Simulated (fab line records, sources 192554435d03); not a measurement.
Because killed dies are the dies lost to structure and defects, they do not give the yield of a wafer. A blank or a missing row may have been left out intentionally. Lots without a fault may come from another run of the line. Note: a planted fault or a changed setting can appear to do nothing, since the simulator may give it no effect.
fab line records + flow n5Finfet
[record]
- lots = 12
- wafers = 36
- lastDay = 19
route steps=1938 shown BEOL_M1@821 BEOL_M4@1111 PASSIVATION@1936
lots that met no fault: taken from a fault-free run of the same line
startH: hours from the record's opening day to when the first of the lot's shown wafers began + waitH: hours from the lot's prior step to this one + " the same as in the row above + L1.1+2: several wafers, shown together as one row + - value missing, or start not given + * or withheld: withheld + < > ~ a bound
route shown NAME@n: NAME is a module with steps in the file, n the number in the route of the first one + usual: mean/standard deviation of fault-free wafers + same: alike in all rows + chamber/n: place in a boat + sites: the reading at each site + _std_site: the values' standard deviation + _edge_site: the outer-site mean with the inner-site mean subtracted + radiusMm: for every site, how far away it sits from the centre of the wafer + mask NAME#n: copy n + behind: the last tool/chamber to shape the wafer + hold: reason for holding the lot/hours on hold/outcome of the hold + device: transistor that didn't switch, given as n, p or np + end of line: at the end of the route, the tests of the same wafers + a step with no rows: only its recipe + killed: dies lost to structure and defects at the first sort, not the wafer's yield + map: shows each die of a wafer: x if killed, . if not, _ if none is there
set.NAME: the setting that was run; set.NAME@STEP: the one run at that earlier step + model.NAME: the simulator's own value behind a step, which no gauge read
one table for each step of the route and one row for each wafer, over a sample of lots
services: the hour from which a tool's chamber was out of use, counted from the record's first day as startH (under 0 if before that day), plus the number of hours and why
[[steps]]
[step N5_BEOL_M1_ANNEAL_87]
[recipe]
- tempC = 400
- timeS = 240
- ambient = vacuum
[usual]
- heaterPowerW = 793/95
| lot.wafer | tool          | chamber | startH | waitH | heaterPowerW |
|-----------|---------------|---------|--------|-------|--------------|
| L874.2    | pvdSputter-02 | -       | 143.53 | 0.0   | 718          |
| L874.4    | "             | -       | "      | "     | 962          |
| L874.6    | "             | -       | "      | "     | 694          |
| L875.1    | pvdSputter-02 | -       | 150.06 | 0.0   | 718          |
| L875.4    | "             | -       | "      | "     | 931          |
| L875.5    | "             | -       | "      | "     | 704          |
| L878.1    | pvdSputter-01 | -       | 168.65 | 0.0   | 727          |
| L878.4    | "             | -       | "      | "     | 792          |
| L878.6    | "             | -       | "      | "     | 899          |
| L883.1    | pvdSputter-02 | -       | 200.20 | 0.0   | 821          |
| L883.4    | "             | -       | "      | "     | 681          |
| L883.6    | "             | -       | "      | "     | 967          |
| L884.2    | pvdSputter-02 | -       | 207.16 | 0.0   | 717          |
| L884.3    | "             | -       | "      | "     | 934          |
| L884.4    | "             | -       | "      | "     | 802          |
| L889.3    | pvdSputter-01 | -       | 229.45 | 0.0   | 748          |
| L889.4    | "             | -       | "      | "     | 900          |
| L889.5    | "             | -       | "      | "     | 887          |
| L890.1    | pvdSputter-01 | -       | 236.89 | 0.0   | 872          |
| L890.2    | "             | -       | "      | "     | 745          |
| L890.6    | "             | -       | "      | "     | 885          |
| L891.1    | pvdSputter-01 | -       | 243.21 | 0.0   | 901          |
| L891.2    | "             | -       | "      | "     | 858          |
| L891.6    | "             | -       | "      | "     | 744          |
| L892.1    | pvdSputter-02 | -       | 246.21 | 0.0   | 812          |
| L892.4    | "             | -       | "      | "     | 672          |
| L892.6    | "             | -       | "      | "     | 967          |
| L894.2    | pvdSputter-02 | -       | 258.38 | 0.0   | 828          |
| L894.5    | "             | -       | "      | "     | 969          |
| L894.6    | "             | -       | "      | "     | 698          |
| L895.2    | pvdSputter-03 | -       | 270.54 | 0.0   | 867          |
| L895.4    | "             | -       | "      | "     | 706          |
| L895.5    | "             | -       | "      | "     | 681          |
| L896.2    | pvdSputter-01 | -       | 274.43 | 0.0   | 895          |
| L896.3    | "             | -       | "      | "     | 726          |
| L896.6    | "             | -       | "      | "     | 798          |
[step N5_BEOL_M1_ANNEAL_95]
[recipe]
- tempC = 400
- timeS = 240
- ambient = vacuum
[usual]
- heaterPowerW = 791/96
| lot.wafer | tool          | chamber | startH | waitH | heaterPowerW |
|-----------|---------------|---------|--------|-------|--------------|
| L874.2    | pvdSputter-02 | -       | 144.41 | 0.0   | 683          |
| L874.4    | "             | -       | "      | "     | 960          |
| L874.6    | "             | -       | "      | "     | 680          |
| L875.1    | pvdSputter-02 | -       | 150.94 | 0.0   | 715          |
| L875.4    | "             | -       | "      | "     | 981          |
| L875.5    | "             | -       | "      | "     | 693          |
| L878.1    | pvdSputter-01 | -       | 169.53 | 0.0   | 725          |
| L878.4    | "             | -       | "      | "     | 767          |
| L878.6    | "             | -       | "      | "     | 882          |
| L883.1    | pvdSputter-02 | -       | 201.08 | 0.0   | 798          |
| L883.4    | "             | -       | "      | "     | 691          |
| L883.6    | "             | -       | "      | "     | 942          |
| L884.2    | pvdSputter-02 | -       | 208.04 | 0.0   | 713          |
| L884.3    | "             | -       | "      | "     | 942          |
| L884.4    | "             | -       | "      | "     | 804          |
| L889.3    | pvdSputter-01 | -       | 230.33 | 0.0   | 737          |
| L889.4    | "             | -       | "      | "     | 858          |
| L889.5    | "             | -       | "      | "     | 875          |
| L890.1    | pvdSputter-01 | -       | 237.77 | 0.0   | 858          |
| L890.2    | "             | -       | "      | "     | 725          |
| L890.6    | "             | -       | "      | "     | 877          |
| L891.1    | pvdSputter-01 | -       | 244.09 | 0.0   | 893          |
| L891.2    | "             | -       | "      | "     | 883          |
| L891.6    | "             | -       | "      | "     | 739          |
| L892.1    | pvdSputter-02 | -       | 247.09 | 0.0   | 829          |
| L892.4    | "             | -       | "      | "     | 691          |
| L892.6    | "             | -       | "      | "     | 971          |
| L894.2    | pvdSputter-02 | -       | 259.26 | 0.0   | 821          |
| L894.5    | "             | -       | "      | "     | 928          |
| L894.6    | "             | -       | "      | "     | 695          |
| L895.2    | pvdSputter-03 | -       | 271.42 | 0.0   | 860          |
| L895.4    | "             | -       | "      | "     | 725          |
| L895.5    | "             | -       | "      | "     | 675          |
| L896.2    | pvdSputter-01 | -       | 275.31 | 0.0   | 888          |
| L896.3    | "             | -       | "      | "     | 717          |
| L896.6    | "             | -       | "      | "     | 783          |
[step N5_BEOL_M1_SPUTTER_96]
[recipe]
- material = Cu
- targetThkA = 45
- tempC = -20
- chamberPressurePa = 0.07
- powerW = withheld
- timeS = 8.29
[usual]
- throttleValvePct = 30.0/1.1
| lot.wafer | tool          | chamber | startH | waitH | throttleValvePct |
|-----------|---------------|---------|--------|-------|------------------|
| L874.2    | pvdSputter-02 | -       | 144.55 | 0.1   | 30.5             |
| L874.4    | "             | -       | "      | "     | 29.9             |
| L874.6    | "             | -       | "      | "     | 31.9             |
| L875.1    | pvdSputter-02 | -       | 151.08 | 0.1   | 30.4             |
| L875.4    | "             | -       | "      | "     | 30.0             |
| L875.5    | "             | -       | "      | "     | 31.6             |
| L878.1    | pvdSputter-01 | -       | 169.67 | 0.1   | 30.8             |
| L878.4    | "             | -       | "      | "     | 30.0             |
| L878.6    | "             | -       | "      | "     | 29.7             |
| L883.1    | pvdSputter-02 | -       | 201.22 | 0.1   | 29.5             |
| L883.4    | "             | -       | "      | "     | 31.7             |
| L883.6    | "             | -       | "      | "     | 30.1             |
| L884.2    | pvdSputter-02 | -       | 208.18 | 0.1   | 30.4             |
| L884.3    | "             | -       | "      | "     | 30.1             |
| L884.4    | "             | -       | "      | "     | 29.9             |
| L889.3    | pvdSputter-01 | -       | 230.47 | 0.1   | 30.9             |
| L889.4    | "             | -       | "      | "     | 29.7             |
| L889.5    | "             | -       | "      | "     | 27.9             |
| L890.1    | pvdSputter-01 | -       | 237.91 | 0.1   | 27.7             |
| L890.2    | "             | -       | "      | "     | 31.0             |
| L890.6    | "             | -       | "      | "     | 29.4             |
| L891.1    | pvdSputter-01 | -       | 244.23 | 0.1   | 27.6             |
| L891.2    | "             | -       | "      | "     | 29.4             |
| L891.6    | "             | -       | "      | "     | 30.6             |
| L892.1    | pvdSputter-02 | -       | 247.23 | 0.1   | 29.6             |
| L892.4    | "             | -       | "      | "     | 31.5             |
| L892.6    | "             | -       | "      | "     | 30.0             |
| L894.2    | pvdSputter-02 | -       | 259.40 | 0.1   | 29.2             |
| L894.5    | "             | -       | "      | "     | 30.2             |
| L894.6    | "             | -       | "      | "     | 31.7             |
| L895.2    | pvdSputter-03 | -       | 271.56 | 0.1   | 28.6             |
| L895.4    | "             | -       | "      | "     | 30.5             |
| L895.5    | "             | -       | "      | "     | 30.7             |
| L896.2    | pvdSputter-01 | -       | 275.45 | 0.1   | 28.0             |
| L896.3    | "             | -       | "      | "     | 30.9             |
| L896.6    | "             | -       | "      | "     | 29.9             |
[step N5_BEOL_M1_DEP_57]
[recipe]
- material = SiCN
- targetThkA = 80
- tempC = withheld
- precursor = 3MS/NH3
- pressureTorr = 3
- rfW = 202
- timeS = 14
[usual]
- chamberPressureTorr = 3.000/0.0069
- rfFwdPowerW = 198.9/0.79
- showerheadPlenumPTorr = 3.665/0.014
- throttleValvePct = 8.9/0.43
| lot.wafer | tool     | chamber | startH | waitH | chamberPressureTorr | rfFwdPowerW | showerheadPlenumPTorr | throttleValvePct |
|-----------|----------|---------|--------|-------|---------------------|-------------|-----------------------|------------------|
| L874.2    | pecvd-02 | 2       | 145.69 | 0.0   | 2.994               | 198.8       | 3.678                 | 9.2              |
| L874.4    | "        | 2       | "      | "     | 2.994               | 199.0       | 3.682                 | 9.2              |
| L874.6    | "        | 1       | "      | "     | 3.001               | 197.9       | 3.640                 | 8.4              |
| L875.1    | pecvd-02 | 2       | 154.97 | 0.0   | 2.992               | 198.9       | 3.680                 | 9.1              |
| L875.4    | "        | 0       | "      | "     | 2.993               | 199.5       | 3.673                 | 9.4              |
| L875.5    | "        | 2       | "      | "     | 2.995               | 198.1       | 3.678                 | 9.3              |
| L878.1    | pecvd-02 | 2       | 171.44 | 0.0   | 3.009               | 197.6       | 3.665                 | 9.1              |
| L878.4    | "        | 2       | "      | "     | 3.005               | 198.3       | 3.662                 | 9.1              |
| L878.6    | "        | 1       | "      | "     | 3.008               | 198.2       | 3.649                 | 8.4              |
| L883.1    | pecvd-04 | 1       | 202.41 | 0.0   | 2.992               | 198.6       | 3.645                 | 8.6              |
| L883.4    | "        | 2       | "      | "     | 3.000               | 199.4       | 3.680                 | 9.0              |
| L883.6    | "        | 1       | "      | "     | 2.980               | 198.9       | 3.636                 | 8.6              |
| L884.2    | pecvd-03 | 2       | 209.16 | 0.0   | 2.994               | 198.2       | 3.678                 | 8.3              |
| L884.3    | "        | 1       | "      | "     | 3.004               | 198.9       | 3.652                 | 9.4              |
| L884.4    | "        | 0       | "      | "     | 2.994               | 199.5       | 3.656                 | 9.1              |
| L889.3    | pecvd-04 | 1       | 231.45 | 0.0   | 3.002               | 198.0       | 3.648                 | 8.6              |
| L889.4    | "        | 0       | "      | "     | 2.988               | 199.4       | 3.673                 | 9.8              |
| L889.5    | "        | 2       | "      | "     | 3.006               | 199.4       | 3.683                 | 8.5              |
| L890.1    | pecvd-02 | 2       | 238.89 | 0.0   | -                   | -           | -                     | -                |
| L890.2    | "        | 1       | "      | "     | -                   | -           | -                     | -                |
| L890.6    | "        | 1       | "      | "     | -                   | -           | -                     | -                |
| L891.1    | pecvd-03 | 2       | 245.81 | 0.0   | -                   | -           | -                     | -                |
| L891.2    | "        | 0       | "      | "     | -                   | -           | -                     | -                |
| L891.6    | "        | 2       | "      | "     | -                   | -           | -                     | -                |
| L892.1    | pecvd-04 | 2       | 248.25 | 0.0   | 3.004               | 200.6       | 3.682                 | 9.0              |
| L892.4    | "        | 1       | "      | "     | 3.009               | 198.7       | 3.644                 | 8.6              |
| L892.6    | "        | 1       | "      | "     | 2.999               | 198.4       | 3.634                 | 8.5              |
| L894.2    | pecvd-03 | 0       | 260.38 | 0.0   | 2.995               | 198.7       | 3.653                 | 9.2              |
| L894.5    | "        | 0       | "      | "     | 2.998               | 198.5       | 3.658                 | 9.0              |
| L894.6    | "        | 2       | "      | "     | 3.002               | 199.2       | 3.674                 | 8.0              |
| L895.2    | pecvd-03 | 0       | 272.55 | 0.0   | 3.002               | 200.0       | 3.658                 | 9.3              |
| L895.4    | "        | 1       | "      | "     | 2.997               | 198.9       | 3.648                 | 9.2              |
| L895.5    | "        | 0       | "      | "     | 3.009               | 198.0       | 3.662                 | 9.4              |
| L896.2    | pecvd-02 | 2       | 276.44 | 0.0   | 3.014               | 198.2       | 3.670                 | 9.3              |
| L896.3    | "        | 1       | "      | "     | 2.994               | 199.2       | 3.653                 | 8.6              |
| L896.6    | "        | 1       | "      | "     | 3.005               | 199.4       | 3.641                 | 8.7              |
[step N5_BEOL_M4_RC_MEAS_101]
[usual]
- DIBL_N = 35.8/1.7
- DIBL_P = 35.3/2
- IOFF_N = 0.150/0.026
- IOFF_P = 0.194/0.029
- ION_N = 667/11
- ION_P = 456/7.1
- SS_N = 71.4/0.65
- SS_P = 73.1/0.64
- VT_N = 251/3
- VT_P = -252/3.2
| lot.wafer | tool      | chamber | startH | waitH | DIBL_N[mV/V] | DIBL_P[mV/V] | IOFF_N[nA/um] | IOFF_P[nA/um] | ION_N[uA/um] | ION_P[uA/um] | SS_N[mV/dec] | SS_P[mV/dec] | VT_N[mV] | VT_P[mV] |
|-----------|-----------|---------|--------|-------|--------------|--------------|---------------|---------------|--------------|--------------|--------------|--------------|----------|----------|
| L875.1    | prober-02 | 0       | 223.98 | 0.0   | 36.1         | 36.4         | 0.148         | 0.197         | 663          | 452          | 71.0         | 73.3         | 252      | -252     |
| L875.4    | "         | 0       | "      | "     | 36.0         | 36.0         | 0.150         | 0.196         | 671          | 462          | 71.1         | 73.4         | 253      | -255     |
| L875.5    | "         | 0       | "      | "     | 37.7         | 37.8         | 0.173         | 0.228         | 666          | 457          | 72.4         | 74.0         | 247      | -250     |
| L874.2    | prober-01 | 0       | 242.50 | 0.2   | 37.5         | 35.6         | 0.165         | 0.191         | 659          | 444          | 72.8         | 73.9         | 253      | -255     |
| L874.4    | "         | 0       | "      | "     | 38.0         | 37.8         | 0.195         | 0.236         | 665          | 447          | 72.9         | 74.3         | 246      | -248     |
| L874.6    | "         | 0       | "      | "     | 35.9         | 35.0         | 0.141         | 0.187         | 644          | 442          | 72.0         | 72.9         | 253      | -253     |
| L878.1    | prober-02 | 0       | 248.07 | 0.0   | 33.9         | 32.9         | 0.125         | 0.150         | 669          | 448          | 71.4         | 72.4         | 255      | -255     |
| L878.4    | "         | 0       | "      | "     | 31.8         | 31.0         | 0.097         | 0.135         | 644          | 443          | 69.8         | 72.2         | 256      | -257     |
| L878.6    | "         | 0       | "      | "     | 34.2         | 33.7         | 0.125         | 0.157         | 662          | 453          | 71.0         | 72.5         | 253      | -254     |
| L883.1    | prober-02 | 0       | 276.82 | 0.0   | 33.9         | 32.9         | 0.124         | 0.169         | 660          | 451          | 71.0         | 72.6         | 254      | -252     |
| L883.4    | "         | 0       | "      | "     | 35.7         | 34.6         | 0.149         | 0.199         | 673          | 465          | 70.5         | 72.7         | 252      | -251     |
| L883.6    | "         | 0       | "      | "     | 36.5         | 34.1         | 0.156         | 0.182         | 665          | 450          | 70.8         | 72.6         | 251      | -254     |
| L884.2    | prober-02 | 0       | 286.73 | 0.2   | 37.4         | 38.0         | 0.163         | 0.246         | 681          | 466          | 70.8         | 73.6         | 250      | -247     |
| L884.3    | "         | 0       | "      | "     | 32.9         | 32.1         | 0.104         | 0.162         | 668          | 461          | 70.4         | 72.0         | 254      | -252     |
| L884.4    | "         | 0       | "      | "     | 36.3         | 35.2         | 0.139         | 0.201         | 664          | 467          | 70.6         | 72.2         | 253      | -251     |
| L889.3    | prober-01 | 0       | 313.59 | 0.3   | 34.5         | 34.0         | 0.121         | 0.179         | 650          | 454          | 71.1         | 73.7         | 254      | -250     |
| L889.4    | "         | 0       | "      | "     | 34.4         | 32.9         | 0.116         | 0.167         | 656          | 451          | 70.8         | 72.8         | 255      | -255     |
| L889.5    | "         | 0       | "      | "     | 36.1         | 35.3         | 0.143         | 0.204         | 668          | 455          | 71.9         | 72.8         | 253      | -251     |
| L892.1    | prober-01 | 0       | 335.82 | 0.0   | 36.1         | 35.1         | 0.165         | 0.231         | 666          | 467          | 71.9         | 72.7         | 245      | -246     |
| L892.4    | "         | 0       | "      | "     | 38.2         | 36.6         | 0.209         | 0.262         | 691          | 470          | 71.8         | 73.3         | 243      | -244     |
| L892.6    | "         | 0       | "      | "     | 34.3         | 31.9         | 0.121         | 0.186         | 652          | 458          | 70.9         | 72.6         | 251      | -251     |
| L894.2    | prober-01 | 0       | 344.32 | 0.2   | 34.3         | 34.8         | 0.117         | 0.170         | 668          | 463          | 70.9         | 73.4         | 255      | -253     |
| L894.5    | "         | 0       | "      | "     | 36.6         | 37.6         | 0.153         | 0.217         | 666          | 458          | 71.9         | 73.2         | 253      | -251     |
| L894.6    | "         | 0       | "      | "     | 34.5         | 35.9         | 0.129         | 0.184         | 674          | 463          | 71.3         | 73.1         | 252      | -253     |
| L895.2    | prober-02 | 0       | 347.74 | 0.2   | 37.6         | 35.2         | 0.177         | 0.217         | 680          | 463          | 71.3         | 73.9         | 248      | -248     |
| L895.4    | "         | 0       | "      | "     | 36.5         | 35.3         | 0.159         | 0.212         | 669          | 461          | 70.4         | 72.7         | 250      | -250     |
| L895.5    | "         | 0       | "      | "     | 36.8         | 36.0         | 0.167         | 0.225         | 679          | 464          | 71.2         | 73.7         | 250      | -252     |
| L896.2    | prober-02 | 0       | 349.58 | 0.2   | 36.4         | 37.8         | 0.167         | 0.192         | 676          | 457          | 71.4         | 73.8         | 247      | -252     |
| L896.3    | "         | 0       | "      | "     | 32.1         | 30.6         | 0.103         | 0.114         | 649          | 443          | 70.6         | 71.6         | 255      | -260     |
| L896.6    | "         | 0       | "      | "     | 38.1         | 38.0         | 0.195         | 0.186         | 674          | 452          | 72.7         | 73.5         | 247      | -255     |
[step N5_PASSIVATION_PROBE_49]
[usual]
- defectLimitedYield = 91.5/1.4
- killed_at_M0_to_M3 = 34/11
- killed_at_M4_up = 15/6
- killedAtContacts = 11/5.9
- killedAtFrontEnd = 37/11
- killedAtOther = 3.6/2.9
- killedDies = 101/17
- killedOpen = 66/12
- killedShort = 33/7.8
- sort_bin_5_function = 5.0/0.97
- sort_bin_6_memory = 3.2/0.65
- sort_bin_8_speed = 0.02/0.2
- sortNPass = 1079/17
- sortYieldPct = 91.4/1.4
[same]
- grossDies = 1180
- killedAtBackSide = 0
- sort_bin_4_leakage[%] = 0
| lot.wafer | tool      | chamber | startH | waitH | defectLimitedYield[%] | killed_at_M0_to_M3 | killed_at_M4_up | killedAtContacts | killedAtFrontEnd | killedAtOther | killedDies | killedOpen | killedShort | sort_bin_5_function[%] | sort_bin_6_memory[%] | sort_bin_8_speed[%] | sortNPass | sortYieldPct[%] |
|-----------|-----------|---------|--------|-------|-----------------------|--------------------|-----------------|------------------|------------------|---------------|------------|------------|-------------|------------------------|----------------------|---------------------|-----------|-----------------|
| L874.2    | prober-02 | -       | 341.11 | 0.1   | 91.2                  | 27                 | 19              | 15               | 36               | 7             | 104        | 78         | 26          | 5.6                    | 2.9                  | 0                   | 1076      | 91.2            |
| L874.4    | prober-02 | -       | 341.21 | 0.2   | 93.1                  | 20                 | 15              | 4                | 35               | 7             | 81         | 53         | 27          | 4.3                    | 2.3                  | 0                   | 1099      | 93.1            |
| L874.6    | prober-02 | -       | 341.31 | 0.3   | 90.4                  | 47                 | 20              | 13               | 33               | 0             | 113        | 83         | 29          | 6.4                    | 3.0                  | 2.37                | 1039      | 88.1            |
// killed by level:class
L874.2 MOL_CONTACT_COAG:geometricParticle:open=13 STI_FIN_REVEAL:geometricParticle:open=12 BEOL_M3:geometricParticle:open=10 BEOL_M4:geometricParticle:open=8 DUMMY_GATE:geometricParticle:open=6 BEOL_M3:geometricParticle:short=5 BEOL_M0_SAQP:geometricParticle:short=4 BEOL_M0_SAQP:geometricParticle:open=4
L874.4 FIN_SAQP:geometricParticle:open=6 BEOL_M5:geometricParticle:open=6 STI_FIN_REVEAL:geometricParticle:open=5 BEOL_M0_SAQP:geometricParticle:open=5 BEOL_M1:geometricParticle:open=5 FIN_SAQP:geometricParticle:short=4 DUMMY_GATE:geometricParticle:short=3 DUMMY_GATE:geometricParticle:open=3
L874.6 BEOL_M4:geometricParticle:open=13 BEOL_M2:geometricParticle:open=13 MOL_CONTACT_COAG:geometricParticle:open=12 BEOL_M0_SAQP:geometricParticle:open=8 BEOL_M3:geometricParticle:open=8 BEOL_M0_SAQP:geometricParticle:short=7 DUMMY_GATE:geometricParticle:open=5 STI_FIN_REVEAL:geometricParticle:open=4
[[services]]
| tool          | chamber | startH | hours | kind          |
|---------------|---------|--------|-------|---------------|
| pecvd-02      | 0       | 125.05 | 9.5   | repair        |
| pecvd-03      | 0       | 130.09 | 5.5   | scheduledDown |
| pecvd-03      | -       | 179.32 | 2.1   | repair        |
| pvdSputter-02 | -       | 228.43 | 5.9   | repair        |
| pecvd-03      | 1       | 229.11 | 16.5  | scheduledDown |
| pecvd-03      | -       | 229.72 | 4.3   | pm            |
| pecvd-03      | 0       | 236.89 | 5.9   | repair        |
| pecvd-04      | 0       | 248.19 | 5.5   | scheduledDown |
| pecvd-04      | 0       | 263.69 | 2.1   | scheduledDown |
| pecvd-02      | 0       | 273.39 | 5.5   | scheduledDown |
[[key]]
[firstSign]
- step = N5_BEOL_M1_DEP_57
- reading = toolRecord
- direction = missing
effect none on later readings
metAt N5_BEOL_M1_DEP_57
struckLots L890,L891
rowsEnd L890.1,L890.2,L890.6,L891.1,L891.2,L891.6
notActingAt N5_BEOL_M1_ANNEAL_87,N5_BEOL_M1_ANNEAL_95,N5_BEOL_M1_SPUTTER_96
onsetBetween 209.16 238.89
[fault]
- kind = skippedStepWhole
- tool = pecvd-02,pecvd-03
- chamber = -
- onsetH = 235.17
- steps = N5_BEOL_M1_DEP_57
- scope = struckLotsOnly
// rowsEnd: these wafers met a further fault down the route, and their rows from its step on are left out
